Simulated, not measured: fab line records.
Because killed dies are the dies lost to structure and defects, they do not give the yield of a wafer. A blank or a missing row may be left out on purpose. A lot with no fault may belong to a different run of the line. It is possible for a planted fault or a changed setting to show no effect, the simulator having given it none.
Split-lot trial ; flow n5_finfet ; on a route of 1938 steps: 7 lots, 21 wafers read

== ON THE SPLIT ==
At N5_PASSIVATION_ETCH_54 (etches SiO2 in CHF3/O2, target depth 880 nm, time 440 s), the setting source_w was moved away from the recipe's 650 W on 3 of the 21 wafers read, by -12.1% to +17.8%. The other wafers ran this setting at the recipe's value.

The split's own step is where the reading is taken.

== THE READING ==
rf_vpp_V, in V, at N5_PASSIVATION_ETCH_54 (etches SiO2 in CHF3/O2, target depth 880 nm, time 440 s). Fault-free wafers of this fab line usually give 524 V, standard deviation 7.6 V.

wafer;tool, chamber at the split;source_w as run, W;against the recipe;rf_vpp_V, V;against lot-mates on the recipe
L076.2;rie_diel-04, 0;650;recipe;515;-
L076.3;rie_diel-04, 2;650;recipe;520;-
L076.4;rie_diel-04, 3;650;recipe;527;-
L078.2;rie_diel-01, 0;650;recipe;518;-
L078.3;rie_diel-01, 1;650;recipe;525;-
L078.5;rie_diel-01, 3;650;recipe;534;-
L079.2;rie_diel-04, 2;650;recipe;520;-
L079.3;rie_diel-04, 1;650;recipe;515;-
L079.5;rie_diel-04, 0;650;recipe;516;-
L080.4;rie_diel-04, 2;571.1;-12.1%;555;+40
L080.5;rie_diel-04, 1;650;recipe;515;-
L080.6;rie_diel-04, 0;650;recipe;515;-
L093.1;rie_diel-01, 0;650;recipe;527;-
L093.3;rie_diel-01, 3;650;recipe;532;-
L093.6;rie_diel-01, 0;650;recipe;525;-
L094.3;rie_diel-04, 2;650;recipe;520;-
L094.4;rie_diel-04, 0;650;recipe;515;-
L094.5;rie_diel-04, 0;758.5;+16.7%;478;-40
L095.2;rie_diel-01, 3;650;recipe;534;-
L095.3;rie_diel-01, 2;765.7;+17.8%;496;-34
L095.4;rie_diel-01, 1;650;recipe;526;-

FIT RESULTS
A straight line over all 21 wafers: rf_vpp_V changes by -2.17 V for each +1% of source_w; r = -0.88; the points scatter about the line by 7.4 V.
The same after taking each lot's own level away (the mean of its wafers on the recipe; 21 wafers): -2.38 V for each +1%; r = -0.95; scatter 4.9 V.
Per that fit: largest source_w move, reading shift of 42 V.
Measured against the standard deviation above, the lots' own levels, which go from 515.0 to 530.0 V, span 2.0 times it.
The two slopes are in agreement: the lot-to-lot level therefore moves the slope only a little.
Check: for one of the wafers moved furthest among these (+17.8%), held out of the fit, the line's prediction against its lot-mates is -47.3 V. It came out at -34 V against them.
Tool readings at the split's step, against how far the setting was moved: rf_vpp_V r = -0.88.

== ADDITIONAL SPLITS CARRIED BY THESE WAFERS ==
Other splits were also applied to these wafers ahead of the reading. Each is held against what the fit with the lots' levels taken away leaves over:
other split on the same wafers;wafers away from the commonest value;r with rf_vpp_V (lot level and that fit taken away)
N5_BEOL_M15_EXPOSE_25 dose_mj;6;-0.06
N5_BEOL_M15_TRENCH_ETCH_34 bias_w;9;-0.16
N5_MIM_TOP_LITHO_EXPOSE_05 dose_mj;10;-0.03
N5_MIM_TOP_LITHO_DEVELOP_07 develop_time_s;6;+0.14
N5_PASSIVATION_EXPOSE_41 dose_mj;4;+0.08

== FILE'S OWN FIT ==
rf_vpp_V changes by -2.35 V for each +1% of source_w, r = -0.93.
